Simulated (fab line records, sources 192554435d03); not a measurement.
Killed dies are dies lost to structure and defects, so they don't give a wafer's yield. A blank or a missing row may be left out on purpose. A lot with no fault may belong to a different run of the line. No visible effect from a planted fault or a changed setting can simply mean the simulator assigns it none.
Split-lot study || flow n5-finfet || 21 wafers read from 7 lots, route of 1938 steps

SPLIT DETAILS
At N5_BEOL_M2_ETCH_70 (etches SOC in N2/H2, target depth 80 nm, overetch 24 nm, time 130 s), the setting bias-w was moved away from the recipe's 150 W on 8 of the 21 wafers read, by -16.8% to +15.9%. For the rest of the wafers, this setting stayed at what the recipe calls for.

Reading taken at the split's own step.

THE READING
rf-vpp-V, in V, at N5_BEOL_M2_ETCH_70 (etches SOC in N2/H2, target depth 80 nm, overetch 24 nm, time 130 s). Fault-free wafers of this fab line usually give 524.9 V, standard deviation 2.7 V.

{"wafer": "L075.3", "tool, chamber at the split": "rie-diel-02, 1", "bias-w as run, W": 150, "against the recipe": "recipe", "rf-vpp-V, V": 529.1, "against lot-mates on the recipe": "-"}
{"wafer": "L075.4", "tool, chamber at the split": "rie-diel-02, 3", "bias-w as run, W": 132.3, "against the recipe": "-11.8%", "rf-vpp-V, V": 481.1, "against lot-mates on the recipe": -47.6}
{"wafer": "L075.6", "tool, chamber at the split": "rie-diel-02, 2", "bias-w as run, W": 150, "against the recipe": "recipe", "rf-vpp-V, V": 528.3, "against lot-mates on the recipe": "-"}
{"wafer": "L081.2", "tool, chamber at the split": "rie-diel-02, 1", "bias-w as run, W": 150, "against the recipe": "recipe", "rf-vpp-V, V": 526.7, "against lot-mates on the recipe": "-"}
{"wafer": "L081.3", "tool, chamber at the split": "rie-diel-02, 3", "bias-w as run, W": 150, "against the recipe": "recipe", "rf-vpp-V, V": 521.0, "against lot-mates on the recipe": "-"}
{"wafer": "L081.4", "tool, chamber at the split": "rie-diel-02, 1", "bias-w as run, W": 150, "against the recipe": "recipe", "rf-vpp-V, V": 528.1, "against lot-mates on the recipe": "-"}
{"wafer": "L083.2", "tool, chamber at the split": "rie-diel-06, 1", "bias-w as run, W": 150, "against the recipe": "recipe", "rf-vpp-V, V": 530.3, "against lot-mates on the recipe": "-"}
{"wafer": "L083.3", "tool, chamber at the split": "rie-diel-06, 3", "bias-w as run, W": 131.9, "against the recipe": "-12.1%", "rf-vpp-V, V": 486.3, "against lot-mates on the recipe": -44.0}
{"wafer": "L083.5", "tool, chamber at the split": "rie-diel-06, 1", "bias-w as run, W": 131.9, "against the recipe": "-12.1%", "rf-vpp-V, V": 486.5, "against lot-mates on the recipe": -43.8}
{"wafer": "L087.1", "tool, chamber at the split": "rie-diel-06, 1", "bias-w as run, W": 150, "against the recipe": "recipe", "rf-vpp-V, V": 529.2, "against lot-mates on the recipe": "-"}
{"wafer": "L087.2", "tool, chamber at the split": "rie-diel-06, 0", "bias-w as run, W": 150, "against the recipe": "recipe", "rf-vpp-V, V": 523.7, "against lot-mates on the recipe": "-"}
{"wafer": "L087.5", "tool, chamber at the split": "rie-diel-06, 1", "bias-w as run, W": 150, "against the recipe": "recipe", "rf-vpp-V, V": 529.2, "against lot-mates on the recipe": "-"}
{"wafer": "L089.2", "tool, chamber at the split": "rie-diel-05, 1", "bias-w as run, W": 142, "against the recipe": "-5.3%", "rf-vpp-V, V": 506.6, "against lot-mates on the recipe": -18.4}
{"wafer": "L089.3", "tool, chamber at the split": "rie-diel-05, 2", "bias-w as run, W": 150, "against the recipe": "recipe", "rf-vpp-V, V": 526.9, "against lot-mates on the recipe": "-"}
{"wafer": "L089.4", "tool, chamber at the split": "rie-diel-05, 0", "bias-w as run, W": 150, "against the recipe": "recipe", "rf-vpp-V, V": 523.0, "against lot-mates on the recipe": "-"}
{"wafer": "L091.3", "tool, chamber at the split": "rie-diel-05, 2", "bias-w as run, W": 124.8, "against the recipe": "-16.8%", "rf-vpp-V, V": 470.5, "against lot-mates on the recipe": -53.3}
{"wafer": "L091.5", "tool, chamber at the split": "rie-diel-05, 0", "bias-w as run, W": 124.8, "against the recipe": "-16.8%", "rf-vpp-V, V": 464.4, "against lot-mates on the recipe": -59.4}
{"wafer": "L091.6", "tool, chamber at the split": "rie-diel-05, 1", "bias-w as run, W": 150, "against the recipe": "recipe", "rf-vpp-V, V": 523.8, "against lot-mates on the recipe": "-"}
{"wafer": "L097.3", "tool, chamber at the split": "rie-diel-06, 3", "bias-w as run, W": 173.9, "against the recipe": "+15.9%", "rf-vpp-V, V": 578.6, "against lot-mates on the recipe": "+51.3"}
{"wafer": "L097.4", "tool, chamber at the split": "rie-diel-06, 2", "bias-w as run, W": 173.9, "against the recipe": "+15.9%", "rf-vpp-V, V": 570.9, "against lot-mates on the recipe": "+43.6"}
{"wafer": "L097.5", "tool, chamber at the split": "rie-diel-06, 1", "bias-w as run, W": 150, "against the recipe": "recipe", "rf-vpp-V, V": 527.3, "against lot-mates on the recipe": "-"}

FIT RESULTS
A straight line over all 21 wafers: rf-vpp-V changes by +3.32 V for each +1% of bias-w; r = +0.99; the points scatter about the line by 3.5 V.
The same after taking each lot's own level away (the mean of its wafers on the recipe; 21 wafers): +3.31 V for each +1%; r = +0.99; scatter 3.4 V.
That fit puts the effect of the largest move of bias-w on the reading at 56 V.
From 523.80 to 530.30 V: that is the span of the lots' own levels, equal to 2.4 times the standard deviation above.
Hence the lot-to-lot level has little effect on the slope; both slopes agree.
Check: for one of the wafers moved furthest among these (-16.8%), held out of the fit, the line's prediction against its lot-mates is -57.9 V. Against them it came out at -53.3 V.
Tool readings at the split's step, against how far the setting was moved: rf-vpp-V r = +0.99.

OTHER SPLITS APPLIED TO THESE WAFERS
Other splits were also applied to these wafers ahead of the reading. Each is held against what the fit with the lots' levels taken away leaves over:
{"other split on the same wafers": "N5_BEOL_M0_SAQP_COAT_08 spin-rpm", "wafers away from the commonest value": 8, "r with rf-vpp-V (lot level and that fit taken away)": "+0.04"}
{"other split on the same wafers": "N5_BEOL_M0_ETCH_109 bias-w", "wafers away from the commonest value": 12, "r with rf-vpp-V (lot level and that fit taken away)": -0.45}
{"other split on the same wafers": "N5_BEOL_M2_DESCUM_16 time-s", "wafers away from the commonest value": 9, "r with rf-vpp-V (lot level and that fit taken away)": "+0.22"}

THE WHOLE CHAIN: every reading that the file lists as answering this split, in the file's order
{"step": "N5_BEOL_M2_ETCH_70", "what it does": "etches SOC in N2/H2, target depth 80 nm, overetch 24 nm, time 130 s", "reading": "rf-vpp-V", "change (the file's fit)": "+3.4 V for each +1% of the setting", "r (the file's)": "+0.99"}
{"step": "N5_BEOL_M2_ETCH_70", "what it does": "etches SOC in N2/H2, target depth 80 nm, overetch 24 nm, time 130 s", "reading": "SiARC_of_BEOL_M2_COAT_68.thk-nm (the simulator's own value, which no gauge read)", "change (the file's fit)": "-0.079 nm for each +1% of the setting", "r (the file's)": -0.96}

FILE'S OWN FIT
rf-vpp-V changes by +3.4 V for each +1% of bias-w, r = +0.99.
